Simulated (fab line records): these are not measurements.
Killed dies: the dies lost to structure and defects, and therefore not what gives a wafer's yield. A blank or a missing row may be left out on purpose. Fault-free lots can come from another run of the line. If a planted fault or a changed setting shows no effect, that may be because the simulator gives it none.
Chamber matching | flow n5 finfet | N5_HKMG_FIN_ALD_91 on ald metal-01: 4 sister chambers
The step deposits TiN, target thk 1 nm, pulse time 1 s, purge time 3 s. 16 wafers are shown with their chamber, then 8 later ones without.

## WAFERS WITH THEIR CHAMBER
wafer  | chamber | heater power w (W) | precursor pulse height rel | susceptor temp C (C)
L074.3 | 1       | 882                | 1.021                      | 399.84
L074.5 | 1       | 911                | 0.978                      | 399.88
L074.6 | 2       | 768                | 0.985                      | 400.01
L075.3 | 1       | 910                | 1.063                      | 399.49
L075.4 | 2       | 764                | 0.982                      | 400.05
L075.5 | 0       | 985                | 1.009                      | 399.91
L079.2 | 3       | 931                | 1.000                      | 399.93
L079.3 | 2       | 786                | 1.016                      | 400.05
L079.6 | 0       | 1029               | 0.997                      | 400.26
L080.2 | 0       | 998                | 0.995                      | 400.28
L080.3 | 3       | 940                | 1.008                      | 400.18
L080.5 | 2       | 772                | 0.972                      | 399.47
L082.1 | 1       | 905                | 1.007                      | 400.38
L082.4 | 2       | 783                | 1.024                      | 400.08
L082.6 | 2       | 753                | 1.007                      | 400.08
L084.2 | 2       | 757                | 1.005                      | 399.97

SIGNATURES (means of the wafers above)
reading                    | chamber 0 | chamber 1 | chamber 2 | chamber 3 | scatter within a chamber
heater power w             | 1004.00   | 902.00    | 769.00    | 935.50    | 14.5
precursor pulse height rel | 1.00033   | 1.01725   | 0.99871   | 1.00400   | 0.0226
susceptor temp C           | 400.1500  | 399.8975  | 399.9586  | 400.0550  | 0.259
Rule: a wafer lies at a distance from a chamber equal to the root of the sum of squares, over the readings, of (its reading less the chamber's mean, divided by the reading's scatter). If the next closest chamber is less than 2 further off than the closest, the wafer can't be placed; otherwise it belongs to the closest. The scatter: the root of (the sum of the squares of (reading less its chamber's mean) over the shown wafers, divided by (wafers less chambers)).

## WAFERS WITHOUT THEIR CHAMBER
wafer  | heater power w (W) | precursor pulse height rel | susceptor temp C (C)
L084.5 | 1014               | 0.992                      | 400.30
L084.6 | 941                | 1.018                      | 399.87
L090.1 | 933                | 1.034                      | 399.40
L090.2 | 975                | 0.982                      | 399.85
L090.6 | 772                | 1.034                      | 399.81
L091.1 | 775                | 1.045                      | 400.27
L091.2 | 900                | 1.001                      | 399.77
L091.3 | 944                | 1.005                      | 400.14

## WHICH CHAMBER EACH ONE RAN IN
wafer  | from the rows above     | in truth
L084.5 | 0                       | 0
L084.6 | can't be placed: 3 or 1 | 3
L090.1 | can't be placed: 3 or 1 | 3
L090.2 | can't be placed: 0 or 3 | 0
L090.6 | 2                       | 2
L091.1 | 2                       | 2
L091.2 | can't be placed: 1 or 3 | 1
L091.3 | 3                       | 3
Correct placement for 4 of the 8. Can't be placed from these rows: 4 (the true chamber is among the candidates in 4). Placed wrongly: 0.
